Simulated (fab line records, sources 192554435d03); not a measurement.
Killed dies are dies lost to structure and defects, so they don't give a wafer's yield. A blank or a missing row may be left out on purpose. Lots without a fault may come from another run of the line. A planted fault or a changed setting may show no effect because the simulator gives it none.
One fault seen from 3 desks | flow n5_finfet | each desk has only its own numbers; what lay behind them comes last

THE TOOL OWNER'S DESK: rie_diel-02
The tool's own readings at N5_FIN_SAQP_HM_OPEN_73 (chemistry CHF3/O2, target SiO2, stops on a-Si, target depth 12 nm, time 16.8 s): means of the sampled wafers that have a number, for each lot that ran on this tool. A lot is out of limits, marked OUT, if its mean lies more than 4 standard deviations from the usual mean; the brackets give that distance.
Columns: A = drypump_motor_current_A at N5_FIN_SAQP_HM_OPEN_73, usual 5.9 A; B = oes_ar_750_au at N5_FIN_SAQP_HM_OPEN_73, usual 0.79 a.u.; C = oes_product_au at N5_FIN_SAQP_HM_OPEN_73, usual 0.48 a.u.; D = rf_vpp_V at N5_FIN_SAQP_HM_OPEN_73, usual 529 V; E = showerhead_plenum_p_Torr at N5_FIN_SAQP_HM_OPEN_73, usual 2.42 Torr; F = throttle_valve_pct at N5_FIN_SAQP_HM_OPEN_73, usual 18.83 %
lot  | first seen here | A   | B    | C    | D   | E    | F
L300 | day 3 10:12     | 6.0 | 0.81 | 0.48 | 519 | 2.47 | 18.83
L307 | day 5 04:46     | 5.9 | 0.78 | 0.46 | 526 | 2.42 | 18.88
L310 | day 5 22:34     | 5.7 | 0.78 | 0.46 | 532 | 2.42 | 18.93
L311 | day 6 05:16     | 6.2 | 0.80 | 0.48 | 518 | 2.49 | 18.79
This desk's finding: nothing out of limits on any of the 4 lots.

THE METROLOGY DESK
What the gauges read, lot by lot, whatever tool the lot ran on: means of the sampled wafers that have a number. A lot is out of limits, marked OUT, if its mean lies more than 4 standard deviations from the usual mean; the brackets give that distance. Of its 12 readings 7 are shown: those that lie furthest out on some lot.
Columns: A = DIBL_P at N5_BEOL_M4_RC_MEAS_101, usual 36.3 mV/V; B = IOFF_N at N5_BEOL_M4_RC_MEAS_101, usual 0.16 nA/um; C = IOFF_P at N5_BEOL_M4_RC_MEAS_101, usual 0.21 nA/um; D = SS_N at N5_BEOL_M4_RC_MEAS_101, usual 71.6 mV/dec; E = SS_P at N5_BEOL_M4_RC_MEAS_101, usual 73.3 mV/dec; F = VT_N at N5_BEOL_M4_RC_MEAS_101, usual 250 mV; G = VT_P at N5_BEOL_M4_RC_MEAS_101, usual -251 mV
lot  | first seen here | A    | B    | C    | D    | E    | F   | G
L300 | day 3 09:54     | 34.4 | 0.13 | 0.18 | 70.5 | 73.0 | 253 | -253
L303 | day 4 03:46     | 38.9 | 0.20 | 0.23 | 72.5 | 73.7 | 247 | -251
L307 | day 5 04:28     | 40.8 | 0.21 | 0.29 | 73.0 | 74.7 | 249 | -245
L310 | day 5 22:10     | 35.1 | 0.14 | 0.18 | 71.2 | 72.4 | 251 | -250
L311 | day 6 04:54     | 39.5 | 0.18 | 0.24 | 71.8 | 73.9 | 246 | -247
L313 | day 6 17:09     | 36.4 | 0.16 | 0.19 | 71.5 | 73.1 | 249 | -253
L317 | day 7 18:56     | 39.0 | 0.23 | 0.26 | 72.3 | 74.0 | 243 | -246
This desk's finding: nothing out of limits on any of the 7 lots.

THE DEFECT DESK
What the inspections along the route counted, lot by lot: means of the sampled wafers that have a number. A lot is out of limits, marked OUT, if its mean lies more than 4 standard deviations from the usual mean; the brackets give that distance.
Columns: A = raw_defect_count at N5_FIN_SAQP_INSPECT_18, usual 429
lot  | first seen here | A
L300 | day 3 09:58     | 417
L303 | day 4 03:50     | 363
L307 | day 5 04:31     | 372
L310 | day 5 22:14     | 392
L311 | day 6 04:58     | 475
L313 | day 6 17:13     | 389
L317 | day 7 19:01     | 361
This desk's finding: nothing out of limits on any of the 7 lots.

PUT TOGETHER
The tool owner's desk saw nothing out of limits.
The metrology desk saw nothing out of limits.
The defect desk saw nothing out of limits.

WHAT THE SIMULATOR HAD PUT IN
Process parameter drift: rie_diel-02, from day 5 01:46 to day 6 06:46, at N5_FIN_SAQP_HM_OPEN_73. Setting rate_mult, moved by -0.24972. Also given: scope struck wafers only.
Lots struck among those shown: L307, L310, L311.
